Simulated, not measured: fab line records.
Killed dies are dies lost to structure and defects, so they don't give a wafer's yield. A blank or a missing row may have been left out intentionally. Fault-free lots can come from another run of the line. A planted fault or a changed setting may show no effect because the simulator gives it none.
Which of the tools did it? / flow nandHarc / 36 wafers from 12 lots sampled at 6 of the route's 1302 steps

WHAT EACH GAUGE READ, for each wafer
NHARC_A_DECK1_JOINT_THK_MEAS_14: measures by ellipsometry. Usual: thkNm 50.8 nm, standard deviation 1.6.
lot=L535; measured=day 11 12:49; on=filmMetro-02; thkNm (nm)=49.8 50.0 50.6; flag=
lot=L537; measured=day 12 01:01; on=filmMetro-01; thkNm (nm)=52.1 51.1 51.0; flag=
lot=L539; measured=day 13 02:04; on=filmMetro-01; thkNm (nm)=48.3 49.5 50.9; flag=
lot=L542; measured=day 14 19:11; on=filmMetro-02; thkNm (nm)=51.2 50.6 53.0; flag=
lot=L544; measured=day 15 02:53; on=filmMetro-01; thkNm (nm)=49.6 53.6 51.1; flag=
lot=L545; measured=day 15 15:44; on=filmMetro-02; thkNm (nm)=50.5 49.3 51.3; flag=
lot=L547; measured=day 16 03:07; on=filmMetro-01; thkNm (nm)=51.6 51.9 49.1; flag=
lot=L546; measured=day 16 03:07; on=filmMetro-02; thkNm (nm)=52.1 52.4 52.3; flag=
lot=L548; measured=day 17 04:08; on=filmMetro-02; thkNm (nm)=50.1 49.5 50.8; flag=
lot=L552; measured=day 18 07:19; on=filmMetro-02; thkNm (nm)=50.5 50.5 49.6; flag=
lot=L554; measured=day 19 01:06; on=filmMetro-02; thkNm (nm)=50.8 50.2 52.1; flag=
lot=L555; measured=day 19 22:17; on=filmMetro-02; thkNm (nm)=49.9 49.6 51.0; flag=

NHARC_END_SORT_01. Usual: killedAtArray 57, standard deviation 17; killedAtOther 0.5, standard deviation 0.82; killedAtPeriphery 4.0, standard deviation 2.8; killedDies 61, standard deviation 18; killedOpen 2.9, standard deviation 2; killedShort 2.3, standard deviation 1.7.
lot=L542; measured=day 27 14:05; on=prober-02; killedAtArray=52 57 46; killedAtOther=1 0 0; killedAtPeriphery=2 2 3; killedDies=55 59 49; killedOpen=6 4 4; killedShort=1 0 1; flag=
lot=L547; measured=day 29 14:08; on=prober-02; killedAtArray=88 78 68; killedAtOther=0 2 0; killedAtPeriphery=4 3 2; killedDies=92 83 70; killedOpen=3 1 3; killedShort=4 3 3; flag=
lot=L546; measured=day 30 00:00; on=prober-02; killedAtArray=43 44 42; killedAtOther=0 0 1; killedAtPeriphery=11 6 7; killedDies=54 50 50; killedOpen=3 0 5; killedShort=3 2 1; flag=
lot=L548; measured=day 29 14:08; on=prober-01; killedAtArray=26 23 16; killedAtOther=2 1 0; killedAtPeriphery=8 7 7; killedDies=36 31 23; killedOpen=2 2 0; killedShort=3 3 2; flag=

WHAT TOOL EACH LOT RAN ON (gives the tool, then ch and the chambers of the sampled wafers, and finally the start)
lot=L535; NHARC_A_CHANNEL_FILL_D1_ETCHBACK_19=rieSi-01 ch 1,2,3, day 10 01:26; NHARC_A_CHANNEL_FILL_D1_CMP_10=cmp-02 ch 1,2,3, day 11 01:48; NHARC_A_DECK1_JOINT_CVD_12=lpcvdPoly-01 ch 0, day 11 09:43; NHARC_A_DECK1_JOINT_CMP_13=cmp-01 ch 0,1,2, day 11 12:34
lot=L537; NHARC_A_CHANNEL_FILL_D1_ETCHBACK_19=rieSi-01 ch 0,2, day 10 13:49; NHARC_A_CHANNEL_FILL_D1_CMP_10=cmp-02 ch 0,2,3, day 11 14:13; NHARC_A_DECK1_JOINT_CVD_12=lpcvdPoly-03 ch 0, day 11 21:55; NHARC_A_DECK1_JOINT_CMP_13=cmp-03 ch 0,1,3, day 12 00:46
lot=L539; NHARC_A_CHANNEL_FILL_D1_ETCHBACK_19=rieSi-03 ch 0,2,3, day 11 15:50; NHARC_A_CHANNEL_FILL_D1_CMP_10=cmp-01 ch 0,3, day 12 15:04; NHARC_A_DECK1_JOINT_CVD_12=lpcvdPoly-01 ch 0, day 12 22:58; NHARC_A_DECK1_JOINT_CMP_13=cmp-03 ch 2,3, day 13 01:49
lot=L542; NHARC_A_CHANNEL_FILL_D1_ETCHBACK_19=rieSi-01 ch 0,1,2, day 13 08:02; NHARC_A_CHANNEL_FILL_D1_CMP_10=cmp-01 ch 0,1,2, day 14 07:48; NHARC_A_DECK1_JOINT_CVD_12=lpcvdPoly-02 ch 0, day 14 16:04; NHARC_A_DECK1_JOINT_CMP_13=cmp-03 ch 0,1,2, day 14 18:55
lot=L544; NHARC_A_CHANNEL_FILL_D1_ETCHBACK_19=rieSi-02 ch 0,1, day 13 13:28; NHARC_A_CHANNEL_FILL_D1_CMP_10=cmp-01 ch 0,1,3, day 14 12:45; NHARC_A_DECK1_JOINT_CVD_12=lpcvdPoly-02 ch 0, day 14 23:47; NHARC_A_DECK1_JOINT_CMP_13=cmp-02 ch 0,2, day 15 02:40
lot=L545; NHARC_A_CHANNEL_FILL_D1_ETCHBACK_19=rieSi-02 ch 1,2,3, day 13 23:07; NHARC_A_CHANNEL_FILL_D1_CMP_10=cmp-02 ch 0,1,3, day 14 23:08; NHARC_A_DECK1_JOINT_CVD_12=lpcvdPoly-02 ch 0, day 15 12:38; NHARC_A_DECK1_JOINT_CMP_13=cmp-02 ch 0,1,2, day 15 15:31
lot=L547; NHARC_A_CHANNEL_FILL_D1_ETCHBACK_19=rieSi-01 ch 1,2,3, day 14 12:59; NHARC_A_CHANNEL_FILL_D1_CMP_10=cmp-01 ch 1,2, day 15 12:20; NHARC_A_DECK1_JOINT_CVD_12=lpcvdPoly-01 ch 0, day 15 23:59; NHARC_A_DECK1_JOINT_CMP_13=cmp-01 ch 1,2, day 16 02:52
lot=L546; NHARC_A_CHANNEL_FILL_D1_ETCHBACK_19=rieSi-03 ch 0,1,2, day 14 13:00; NHARC_A_CHANNEL_FILL_D1_CMP_10=cmp-02 ch 1,2,3, day 15 12:25; NHARC_A_DECK1_JOINT_CVD_12=lpcvdPoly-01 ch 0, day 15 23:59; NHARC_A_DECK1_JOINT_CMP_13=cmp-02 ch 1,2, day 16 02:52
lot=L548; NHARC_A_CHANNEL_FILL_D1_ETCHBACK_19=rieSi-01 ch 0,2,3, day 15 04:42; NHARC_A_CHANNEL_FILL_D1_CMP_10=cmp-02 ch 0,1,2, day 16 04:11; NHARC_A_DECK1_JOINT_CVD_12=lpcvdPoly-02 ch 0, day 16 19:49; NHARC_A_DECK1_JOINT_CMP_13=cmp-03 ch 0,1,2, day 17 01:44
lot=L552; NHARC_A_CHANNEL_FILL_D1_ETCHBACK_19=rieSi-01 ch 0,1,2, day 16 20:28; NHARC_A_CHANNEL_FILL_D1_CMP_10=cmp-02 ch 0,1,2, day 17 20:13; NHARC_A_DECK1_JOINT_CVD_12=lpcvdPoly-02 ch 0, day 18 04:10; NHARC_A_DECK1_JOINT_CMP_13=cmp-01 ch 0,2,3, day 18 07:04
lot=L554; NHARC_A_CHANNEL_FILL_D1_ETCHBACK_19=rieSi-02 ch 0,2,3, day 17 10:58; NHARC_A_CHANNEL_FILL_D1_CMP_10=cmp-04 ch 0,1, day 18 10:55; NHARC_A_DECK1_JOINT_CVD_12=lpcvdPoly-02 ch 0, day 18 18:48; NHARC_A_DECK1_JOINT_CMP_13=cmp-01 ch 2,3, day 19 00:52
lot=L555; NHARC_A_CHANNEL_FILL_D1_ETCHBACK_19=rieSi-03 ch 0,3, day 18 07:35; NHARC_A_CHANNEL_FILL_D1_CMP_10=cmp-02 ch 1,2,3, day 19 07:04; NHARC_A_DECK1_JOINT_CVD_12=lpcvdPoly-03 ch 0, day 19 16:03 and lpcvdPoly-01 ch 0, day 19 18:52; NHARC_A_DECK1_JOINT_CMP_13=cmp-02 ch 0,1,3, day 19 22:06
- NHARC_A_CHANNEL_FILL_D1_ETCHBACK_19: etches the open film in HBr/Cl2, target depth 5 nm, time 1.7 s.
- NHARC_A_CHANNEL_FILL_D1_CMP_10: polishes, target thk 150 nm.
- NHARC_A_DECK1_JOINT_CVD_12: deposits poly-Si, target thk 90 nm, time 1800 s.
- NHARC_A_DECK1_JOINT_CMP_13: polishes, target thk 51.023 nm.

WHAT THE TOOLS THEMSELVES READ (means of the sampled wafers that have a number; where no wafer has one, the mark that the record gives instead)
NHARC_A_CHANNEL_FILL_D1_ETCHBACK_19. Usual: biasW 99.99 W, standard deviation 0.29; chamberPressureMTorr 15.000 mTorr, standard deviation 0.014; drypumpMotorCurrentA 6.0 A, standard deviation 0.48; oesProductAu 1.000 a.u., standard deviation 0.0088; rfFwdPowerW 390.0 W, standard deviation 1.2; throttleValvePct 26.406 %, standard deviation 0.0084.
lot=L535; tool=rieSi-01; biasW (W)=99.86; chamberPressureMTorr (mTorr)=14.985; drypumpMotorCurrentA (A)=6.1; oesProductAu (a.u.)=0.999; rfFwdPowerW (W)=389.5; throttleValvePct (%)=26.397; flag=
lot=L537; tool=rieSi-01; biasW (W)=99.80; chamberPressureMTorr (mTorr)=14.999; drypumpMotorCurrentA (A)=6.4; oesProductAu (a.u.)=0.995; rfFwdPowerW (W)=390.3; throttleValvePct (%)=26.404; flag=
lot=L539; tool=rieSi-03; biasW (W)=99.94; chamberPressureMTorr (mTorr)=15.002; drypumpMotorCurrentA (A)=5.9; oesProductAu (a.u.)=0.997; rfFwdPowerW (W)=389.9; throttleValvePct (%)=26.410; flag=
lot=L542; tool=rieSi-01; biasW (W)=100.20; chamberPressureMTorr (mTorr)=15.002; drypumpMotorCurrentA (A)=6.2; oesProductAu (a.u.)=0.998; rfFwdPowerW (W)=391.6; throttleValvePct (%)=26.415; flag=
lot=L544; tool=rieSi-02; biasW (W)=100.42; chamberPressureMTorr (mTorr)=14.998; drypumpMotorCurrentA (A)=5.8; oesProductAu (a.u.)=1.002; rfFwdPowerW (W)=390.2; throttleValvePct (%)=26.403; flag=
lot=L545; tool=rieSi-02; biasW (W)=100.29; chamberPressureMTorr (mTorr)=15.000; drypumpMotorCurrentA (A)=5.4; oesProductAu (a.u.)=1.001; rfFwdPowerW (W)=390.9; throttleValvePct (%)=26.411; flag=
lot=L547; tool=rieSi-01; biasW (W)=99.80; chamberPressureMTorr (mTorr)=14.997; drypumpMotorCurrentA (A)=6.1; oesProductAu (a.u.)=1.004; rfFwdPowerW (W)=389.1; throttleValvePct (%)=26.400; flag=
lot=L546; tool=rieSi-03; biasW (W)=100.00; chamberPressureMTorr (mTorr)=15.004; drypumpMotorCurrentA (A)=6.0; oesProductAu (a.u.)=0.992; rfFwdPowerW (W)=389.8; throttleValvePct (%)=26.413; flag=
lot=L548; tool=rieSi-01; biasW (W)=100.20; chamberPressureMTorr (mTorr)=15.009; drypumpMotorCurrentA (A)=6.5; oesProductAu (a.u.)=1.002; rfFwdPowerW (W)=391.0; throttleValvePct (%)=26.406; flag=
lot=L552; tool=rieSi-01; biasW (W)=99.77; chamberPressureMTorr (mTorr)=14.994; drypumpMotorCurrentA (A)=6.2; oesProductAu (a.u.)=0.997; rfFwdPowerW (W)=390.7; throttleValvePct (%)=26.410; flag=
lot=L554; tool=rieSi-02; biasW (W)=99.96; chamberPressureMTorr (mTorr)=15.009; drypumpMotorCurrentA (A)=5.7; oesProductAu (a.u.)=0.993; rfFwdPowerW (W)=388.8; throttleValvePct (%)=26.400; flag=
lot=L555; tool=rieSi-03; biasW (W)=100.17; chamberPressureMTorr (mTorr)=14.997; drypumpMotorCurrentA (A)=6.2; oesProductAu (a.u.)=0.992; rfFwdPowerW (W)=391.6; throttleValvePct (%)=26.408; flag=

NHARC_A_CHANNEL_FILL_D1_CMP_10. Usual: motorCurrentA 12.4 A, standard deviation 0.84; timeToEndpointS 15.5 s, standard deviation 2.3.
lot=L535; tool=cmp-02; motorCurrentA (A)=12.8; timeToEndpointS (s)=16.8; flag=
lot=L537; tool=cmp-02; motorCurrentA (A)=13.0; timeToEndpointS (s)=14.8; flag=
lot=L539; tool=cmp-01; motorCurrentA (A)=11.8; timeToEndpointS (s)=17.3; flag=
lot=L542; tool=cmp-01; motorCurrentA (A)=11.9; timeToEndpointS (s)=15.9; flag=
lot=L544; tool=cmp-01; motorCurrentA (A)=12.3; timeToEndpointS (s)=19.2; flag=
lot=L545; tool=cmp-02; motorCurrentA (A)=12.9; timeToEndpointS (s)=15.1; flag=
lot=L547; tool=cmp-01; motorCurrentA (A)=12.4; timeToEndpointS (s)=17.1; flag=
lot=L546; tool=cmp-02; motorCurrentA (A)=13.0; timeToEndpointS (s)=14.3; flag=
lot=L548; tool=cmp-02; motorCurrentA (A)=12.6; timeToEndpointS (s)=15.9; flag=
lot=L552; tool=cmp-02; motorCurrentA (A)=12.6; timeToEndpointS (s)=14.7; flag=
lot=L554; tool=cmp-04; motorCurrentA (A)=12.3; timeToEndpointS (s)=15.0; flag=
lot=L555; tool=cmp-02; motorCurrentA (A)=13.0; timeToEndpointS (s)=11.9; flag=

NHARC_A_DECK1_JOINT_CVD_12. Usual: spikeTcTopC 637.5 C, standard deviation 2.
lot=L535; tool=lpcvdPoly-01; spikeTcTopC (C)=636.8; flag=
lot=L537; tool=lpcvdPoly-03; spikeTcTopC (C)=635.0; flag=
lot=L539; tool=lpcvdPoly-01; spikeTcTopC (C)=635.7; flag=
lot=L542; tool=lpcvdPoly-02; spikeTcTopC (C)=640.0; flag=
lot=L544; tool=lpcvdPoly-02; spikeTcTopC (C)=639.2; flag=
lot=L545; tool=lpcvdPoly-02; spikeTcTopC (C)=638.8; flag=
lot=L547; tool=lpcvdPoly-01; spikeTcTopC (C)=635.7; flag=
lot=L546; tool=lpcvdPoly-01; spikeTcTopC (C)=636.4; flag=
lot=L548; tool=lpcvdPoly-02; spikeTcTopC (C)=639.4; flag=
lot=L552; tool=lpcvdPoly-02; spikeTcTopC (C)=640.6; flag=
lot=L554; tool=lpcvdPoly-02; spikeTcTopC (C)=639.9; flag=
lot=L555; tool=lpcvdPoly-03/lpcvdPoly-01; spikeTcTopC (C)=635.9; flag=

NHARC_A_DECK1_JOINT_CMP_13. Usual: motorCurrentA 12.5 A, standard deviation 0.87; timeToEndpointS 8.3 s, standard deviation 2.3.
lot=L535; tool=cmp-01; motorCurrentA (A)=11.9; timeToEndpointS (s)=9.6; flag=
lot=L537; tool=cmp-03; motorCurrentA (A)=13.3; timeToEndpointS (s)=8.5; flag=
lot=L539; tool=cmp-03; motorCurrentA (A)=13.6; timeToEndpointS (s)=10.4; flag=
lot=L542; tool=cmp-03; motorCurrentA (A)=12.7; timeToEndpointS (s)=7.0; flag=
lot=L544; tool=cmp-02; motorCurrentA (A)=12.3; timeToEndpointS (s)=7.5; flag=
lot=L545; tool=cmp-02; motorCurrentA (A)=12.7; timeToEndpointS (s)=8.9; flag=
lot=L547; tool=cmp-01; motorCurrentA (A)=11.9; timeToEndpointS (s)=8.3; flag=
lot=L546; tool=cmp-02; motorCurrentA (A)=12.6; timeToEndpointS (s)=9.8; flag=
lot=L548; tool=cmp-03; motorCurrentA (A)=12.7; timeToEndpointS (s)=16.3; flag=OFF
lot=L552; tool=cmp-01; motorCurrentA (A)=11.6; timeToEndpointS (s)=9.2; flag=
lot=L554; tool=cmp-01; motorCurrentA (A)=11.8; timeToEndpointS (s)=17.0; flag=OFF
lot=L555; tool=cmp-02; motorCurrentA (A)=12.7; timeToEndpointS (s)=16.0; flag=OFF

THE ANSWER, worked out from the rows above alone
Rule: lot off if the mean of its wafers having a number is beyond 3 standard deviations from the usual mean. Also off: a lot with no number at a reading for which 4 or more lots have one. All remaining lots with rows at the step are treated as sound. The gauges are gone through in route order, then the tools' own readings, and for those a lot's mean is taken as printed above. The first step at which some lot is off is used, and at that step the reading that is off furthest; a lot without a number counts as furthest.
Off: L548, L554, L555 (NHARC_A_DECK1_JOINT_CMP_13, timeToEndpointS).
A tool fits if, at that step or a process step before it, it ran every lot that is off, and no sound lot after the first of them. Not one of the candidates tried fits.

WHAT THE SIMULATOR HAD INSERTED
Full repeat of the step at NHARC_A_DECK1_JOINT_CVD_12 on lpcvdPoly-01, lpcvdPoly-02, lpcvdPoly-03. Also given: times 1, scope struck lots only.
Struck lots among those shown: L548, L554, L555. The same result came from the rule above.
